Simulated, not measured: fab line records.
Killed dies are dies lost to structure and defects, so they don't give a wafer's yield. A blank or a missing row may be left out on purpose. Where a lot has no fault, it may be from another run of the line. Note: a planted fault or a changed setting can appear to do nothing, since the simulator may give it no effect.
Struck lot and sound lot, side by side | flow n5-finfet | 15 out of 1938 route steps
Sound: these wafers, L207.1, L207.5, L207.6. Wafers struck: L216.2, L216.4, L216.6. The cause is named last.
Each step with rows lists, per side, the tool, then ch with its chambers, then its first start. Under that, the readings that differ: sound wafers | struck wafers | difference of the means | sigmas: that difference in standard deviations of wafers without a fault.
alike: words and numbers the same on both sides, and readings whose means are apart by under 2 such deviations; not compared: readings that were withheld, readings missing a value for some wafer, numbers with overlapping values and no deviation given by the record, and bounds like >300 which may hide the same value.
Wherever a step has rows on one side only, a row that says differs or no value, or a row with sigmas, the two part there. Non-overlapping numbers with no deviation appear without sigmas and do not part them. A reading missing from all wafers of one side parts the sides only when that side holds two or more wafers.

N5_BEOL_M0_TRENCH_ETCH_107: etches SiOC in C4F6/O2, target depth 32.8 nm, time 16.4 s.
  sound on rie-diel-01 ch 0,2,3, day 6 09:21; struck on rie-diel-02 ch 1,2,3, day 8 18:42
  alike: drypump-motor-current-A, oes-product-au, rf-vpp-V, showerhead-plenum-p-Torr, throttle-valve-pct
  not compared: rf-hours-counter-h
then, 1 step without rows for these wafers: N5_BEOL_M0_STRIP_142 (strips in N2/H2, time 10 s).
N5_BEOL_M0_OCD_MEAS_108:
  sound on ocd-02 at day 6 09:27; struck on ocd-02 at day 8 18:48
  alike: trench-depth-nm
then, 5 steps without rows for these wafers: N5_BEOL_M0_HM_STRIP_129 (strips TiN in peroxide tin strip, target depth 17 nm, time 108 s); N5_BEOL_M0_SRD_130 (time 30 s); N5_BEOL_M0_ETCH_109 (etches SiCN in CH3F/O2, target depth 8 nm, overetch 2.4 nm, time 27.4 s); N5_BEOL_M0_STRIP_139 (strips in post etch residue remover, time 60 s); N5_BEOL_M0_SRD_111 (time 30 s).
N5_BEOL_M0_DEGAS_112: time 60 s.
  sound on pvd-sputter-03 at day 6 09:49; struck on pvd-sputter-03 at day 8 19:35
  alike: heater-power-w
then, 1 step without rows for these wafers: N5_BEOL_M0_PRE_CLEAN_113 (time 30 s).
N5_BEOL_M0_ALD_136: deposits TaN, pulse time 2 s, purge time 3 s, co reactant purge time 2 s.
  sound on ald-metal-03 ch 0,3, day 6 10:01; struck on ald-metal-01 ch 0,1,2, day 8 19:43
  alike: chamber-pressure-Torr, heater-power-w
N5_BEOL_M0_SURFACE_TREAT_137:
  sound on pvd-sputter-02 at day 6 10:15; struck on pvd-sputter-02 at day 8 20:12
  not compared: throttle-valve-pct
N5_BEOL_M0_CVD_115: deposits Co from CCTBA/H2, time 120 s.
  sound on cvd-co-02 ch 0,2, day 6 10:27; struck on cvd-co-02 ch 0,1, day 8 20:33
  reading          | sound             | struck            | difference | sigmas
  run-length-s (s) | 143.3 143.1 142.9 | 115.2 114.8 114.0 | -28.4      | -63
  alike: chamber-pressure-Torr
N5_BEOL_M0_SPUTTER_116: material Cu, target thk 4 nm, time 7.37 s.
  sound on pvd-sputter-01 at day 6 11:58; struck on pvd-sputter-03 at day 8 20:39
  alike: chamber-pressure-pa, throttle-valve-pct
N5_BEOL_M4_RC_MEAS_101:
  sound on prober-02 ch 0, day 8 06:16; struck on prober-01 ch 0, day 10 11:26
  reading       | sound          | struck         | difference | sigmas
  SS_P (mV/dec) | 73.8 74.4 73.6 | 72.8 71.7 73.5 | -1.3       | -2
  alike: DIBL_N, DIBL_P, IOFF_N, IOFF_P, ION_N, ION_P, SS_N, VT_N, VT_P

## WHERE THEY PART
Earliest at N5_BEOL_M0_CVD_115; latest, in this record, at N5_BEOL_M4_RC_MEAS_101.

WHY: what had been put in by the simulator
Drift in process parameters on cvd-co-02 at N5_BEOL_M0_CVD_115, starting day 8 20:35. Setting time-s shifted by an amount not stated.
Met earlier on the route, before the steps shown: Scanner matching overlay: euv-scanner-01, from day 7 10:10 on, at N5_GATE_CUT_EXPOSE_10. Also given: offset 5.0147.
